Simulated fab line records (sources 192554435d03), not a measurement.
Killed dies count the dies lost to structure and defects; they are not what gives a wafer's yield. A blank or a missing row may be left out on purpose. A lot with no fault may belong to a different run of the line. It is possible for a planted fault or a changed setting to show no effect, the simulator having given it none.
Chamber matching + flow n5-finfet + rie-diel-02 running N5_BEOL_M13_VIA_ETCH_16: 4 sister chambers
The step etches SiOC in C4F8/O2/Ar, target depth 921.7 nm. 4 wafers are shown with their chamber, then 7 later ones without.

== WAFERS PAIRED WITH THEIR CHAMBERS ==
| wafer  | chamber | throttle-valve-pct (%) |
|--------|---------|------------------------|
| L374.2 | 3       | 24.33                  |
| L381.5 | 0       | 23.78                  |
| L383.1 | 1       | 24.32                  |
| L383.5 | 2       | 24.55                  |

== WAFERS WITH NO CHAMBER GIVEN ==
| wafer  | throttle-valve-pct (%) |
|--------|------------------------|
| L383.6 | 24.37                  |
| L394.1 | 23.83                  |
| L394.4 | 24.58                  |
| L394.6 | 23.83                  |
| L397.1 | 24.38                  |
| L397.2 | 24.33                  |
| L397.6 | 23.83                  |

== THE CHAMBER EACH PASSED THROUGH ==
| wafer  | from the rows above     | in truth |
|--------|-------------------------|----------|
| L383.6 | can't be placed: 3 or 1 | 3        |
| L394.1 | 0                       | 0        |
| L394.4 | 2                       | 2        |
| L394.6 | 0                       | 0        |
| L397.1 | can't be placed: 3 or 1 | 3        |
| L397.2 | can't be placed: 3 or 1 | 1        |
| L397.6 | 0                       | 0        |
Correctly placed: 4 of 7. Unplaceable from these rows: 3, with the true chamber sitting among the candidates in 3. Placed wrongly: 0.
How it was worked out, from the rows above alone: a wafer's distance from a chamber is the root of the sum, over the readings, of the square of ((its reading less the chamber's mean) divided by the reading's scatter). If the next closest chamber is less than 2 further off than the closest, the wafer can't be placed; otherwise it belongs to the closest. A chamber's mean is the mean of its shown wafers. The scatter: root of mean squared gap, hidden wafer to nearest shown wafer, with one shown wafer a chamber.
